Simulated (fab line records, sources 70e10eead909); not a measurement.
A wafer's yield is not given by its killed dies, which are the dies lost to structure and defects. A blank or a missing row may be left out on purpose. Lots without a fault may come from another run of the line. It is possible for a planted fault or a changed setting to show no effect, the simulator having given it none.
A struck lot beside a sound one -- flow nand_harc -- 43 steps out of a route of 1302
Sound: wafers L796.1, L796.4, L796.6. The struck wafers were L795.1, L795.4, L795.5. The cause is given at the end.
At each step with rows: each side's tool, then ch and its chambers, then its first start. Under that, the readings that differ: sound wafers -- struck wafers -- difference of the means -- sigmas: that difference in standard deviations of wafers without a fault.
alike: readings with means less than 2 such deviations apart, plus words and numbers identical on both sides. not compared: withheld readings, readings lacking a value on some wafer, bounds such as >300 that could conceal the same value, and numbers that have no deviation in the record and whose values overlap.
A row with sigmas, a row that says differs or no value, or rows on one side alone: a step with any of these is where the two part. Numbers that have no deviation but don't overlap get no sigmas and don't part them. A reading missing from all wafers of one side parts the sides only when that side holds two or more wafers.

NHARC_P_GATE_ALD_36: deposits SiNx, target thk 20 nm, pulse time 60 s, ald cycles 223.
  sound on ald_sin-03 ch 0,1,2, day 7 05:10; struck on ald_sin-01 ch 0,1,2, day 6 21:34
  alike: heater_power_outer_w, heater_power_w, precursor_pulse_height_rel
  not compared: since_wet_clean_h
then, 1 step without rows for these wafers: NHARC_P_GATE_ETCHBACK_37 (etches the open film in CHF3/O2, target depth 34.5 nm, time 17.2 s).
NHARC_P_GATE_STRIP_101: strips in O2, time 20 s.
  sound on rie_diel-13 ch 0,2,3, day 7 13:43; struck on rie_diel-02 ch 0,1, day 7 07:07
  alike: drypump_motor_current_A, oes_product_au, rf_vpp_V, showerhead_plenum_p_Torr, throttle_valve_pct
  not compared: rf_hours_counter_h
then, 9 steps without rows for these wafers: NHARC_P_GATE_PRECLEAN_97 (cleans in SPM, time 600 s); NHARC_P_GATE_SRD_98; NHARC_P_GATE_PRECLEAN_99 (cleans in SC1); NHARC_P_GATE_SRD_100; NHARC_P_GATE_DEHYDRATE_38 (time 120 s); NHARC_P_GATE_HMDS_39 (time 30 s); NHARC_P_GATE_COAT_40; NHARC_P_GATE_SOFTBAKE_41 (time 95 s); NHARC_P_GATE_EBR_42.
NHARC_P_GATE_EXPOSE_43: exposes mask P NSD, target cd 720 nm.
  sound on krf_scanner-04 ch 0, day 7 14:28; struck on krf_scanner-01 ch 0, day 7 07:53
reading,sound,struck,difference,sigmas
model.P_GATE.overlay_x_nm (nm),-10.06 -10.06 -10.06,-125 -125 -125,-115,
  alike: mask, exposure_dose_mJ_cm2
then, 2 steps without rows for these wafers: NHARC_P_GATE_PEB_44 (peb time 85 s); NHARC_P_GATE_DEVELOP_45 (time 70 s).
NHARC_P_GATE_CD_MEAS_46: the cd target is 720 nm.
  sound on cd_sem-03 ch 0, day 7 14:37; struck on cd_sem-03 ch 0, day 7 08:02
  alike: cd_nm
then, 1 step without rows for these wafers: NHARC_P_GATE_HARDBAKE_47 (time 80 s).
NHARC_P_GATE_DESCUM_48: chemistry O2, time 3 s.
  sound on rie_diel-02 ch 0,2, day 7 14:48; struck on rie_diel-09 ch 1,3, day 7 08:12
  alike: drypump_motor_current_A, oes_product_au, rf_vpp_V, showerhead_plenum_p_Torr, throttle_valve_pct
  not compared: rf_hours_counter_h
after that, 1 step had no rows for these wafers: NHARC_P_GATE_IMPLANT_49.
NHARC_P_GATE_STRIP_111: strips in N2/H2, time 250 s.
  sound on plasma_asher-01 ch 0,1, day 7 18:18; struck on plasma_asher-02 ch 1, day 7 18:01
reading,sound,struck,difference,sigmas
heater_power_w (W),91 92 86,104 104 104,+14,+2
  alike: drypump_motor_current_A, temp_c
  not compared: rf_hours_counter_h
then, 10 steps without rows for these wafers: NHARC_P_GATE_STRIP_75 (strips in O2); NHARC_P_GATE_STRIP_50 (strips in SPM, time 900 s); NHARC_P_GATE_DEHYDRATE_51 (time 120 s); NHARC_P_GATE_HMDS_52 (time 30 s); NHARC_P_GATE_COAT_53; NHARC_P_GATE_SOFTBAKE_54 (time 95 s); NHARC_P_GATE_EBR_55; NHARC_P_GATE_EXPOSE_56 (exposes mask P PSD, target cd 720 nm); NHARC_P_GATE_PEB_57 (peb time 85 s); NHARC_P_GATE_DEVELOP_58 (time 70 s).
NHARC_P_GATE_CD_MEAS_59: the cd target is 720 nm.
  sound on cd_sem-02 ch 0, day 7 19:32; struck on cd_sem-02 ch 0, day 7 19:11
  alike: cd_nm
then, 1 step without rows for these wafers: NHARC_P_GATE_HARDBAKE_60 (time 80 s).
NHARC_P_GATE_DESCUM_61: chemistry O2, time 3 s.
  sound on rie_diel-02 ch 0,2,3, day 7 19:42; struck on rie_diel-13 ch 1,2,3, day 7 19:21
  alike: drypump_motor_current_A, oes_product_au, rf_vpp_V, showerhead_plenum_p_Torr, throttle_valve_pct
  not compared: rf_hours_counter_h
then, 9 steps without rows for these wafers: NHARC_P_GATE_IMPLANT_62; NHARC_P_GATE_STRIP_112 (strips in N2/H2, time 200 s); NHARC_P_GATE_STRIP_76 (strips in O2); NHARC_P_GATE_STRIP_63 (strips in SPM, time 900 s); NHARC_P_GATE_DEHYDRATE_83 (time 120 s); NHARC_P_GATE_HMDS_84 (time 30 s); NHARC_P_GATE_COAT_85; NHARC_P_GATE_SOFTBAKE_86 (time 95 s); NHARC_P_GATE_EBR_87.
-- jump in the record: it breaks off in module P_GATE and resumes in module END (first step shown: number 1302 of the route), and 19 days separate the struck wafers' starts before and after --
NHARC_END_SORT_01:
  at this point the record logs the struck wafers (prober-01 ch 0, day 26 12:16) and has no rows for the sound ones

WHERE THEY PART
First at NHARC_P_GATE_STRIP_111; last, within this record, at NHARC_END_SORT_01.

WHY: what had been put in by the simulator
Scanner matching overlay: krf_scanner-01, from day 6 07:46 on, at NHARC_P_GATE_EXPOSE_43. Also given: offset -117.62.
